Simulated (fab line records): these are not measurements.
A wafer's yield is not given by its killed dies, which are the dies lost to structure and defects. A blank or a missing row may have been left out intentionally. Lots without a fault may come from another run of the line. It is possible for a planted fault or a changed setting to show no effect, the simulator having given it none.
Matching of chambers || flow n5_finfet || 4 sister chambers for N5_FIN_SAQP_SPACER2_ALD_28 on ald_sin-01
The step deposits SiO2, target thk 8.1 nm, pulse time 1 s, purge time 2 s. 4 wafers are shown with their chamber, then 11 later ones without.

## WAFERS PAIRED WITH THEIR CHAMBERS
{"wafer": "L081.1", "chamber": 2, "heater_power_w (W)": 589}
{"wafer": "L088.2", "chamber": 3, "heater_power_w (W)": 506}
{"wafer": "L088.6", "chamber": 0, "heater_power_w (W)": 421}
{"wafer": "L090.1", "chamber": 1, "heater_power_w (W)": 556}

## WAFERS MISSING THEIR CHAMBER
{"wafer": "L090.2", "heater_power_w (W)": 404}
{"wafer": "L090.3", "heater_power_w (W)": 524}
{"wafer": "L091.1", "heater_power_w (W)": 521}
{"wafer": "L091.4", "heater_power_w (W)": 566}
{"wafer": "L091.6", "heater_power_w (W)": 591}
{"wafer": "L092.1", "heater_power_w (W)": 409}
{"wafer": "L092.2", "heater_power_w (W)": 544}
{"wafer": "L092.3", "heater_power_w (W)": 500}
{"wafer": "L095.2", "heater_power_w (W)": 605}
{"wafer": "L095.3", "heater_power_w (W)": 540}
{"wafer": "L095.6", "heater_power_w (W)": 406}

## CHAMBER TAKEN BY EACH
{"wafer": "L090.2", "from the rows above": 0, "in truth": 0}
{"wafer": "L090.3", "from the rows above": "can't be placed: 3 or 1", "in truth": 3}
{"wafer": "L091.1", "from the rows above": "can't be placed: 3 or 1", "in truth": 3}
{"wafer": "L091.4", "from the rows above": "can't be placed: 1 or 2", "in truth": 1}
{"wafer": "L091.6", "from the rows above": 2, "in truth": 2}
{"wafer": "L092.1", "from the rows above": 0, "in truth": 0}
{"wafer": "L092.2", "from the rows above": "can't be placed: 1 or 3", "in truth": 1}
{"wafer": "L092.3", "from the rows above": 3, "in truth": 3}
{"wafer": "L095.2", "from the rows above": 2, "in truth": 2}
{"wafer": "L095.3", "from the rows above": "can't be placed: 1 or 3", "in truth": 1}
{"wafer": "L095.6", "from the rows above": 0, "in truth": 0}
Correct placement for 6 of the 11. Cannot be placed on the basis of these rows: 5; the candidates contain the true chamber in 5. Placed wrongly: 0.
How it was worked out, from the rows above alone: a wafer's distance from a chamber is the root of the sum, over the readings, of the square of ((its reading less the chamber's mean) divided by the reading's scatter). The wafer belongs to the nearest chamber; if the next one is less than 2 further off, it can't be placed. For every chamber, the mean is computed from those of its wafers that are shown. The scatter (one wafer shown for each chamber): square how far every hidden wafer sits from the nearest shown wafer, average those squares and take the square root.
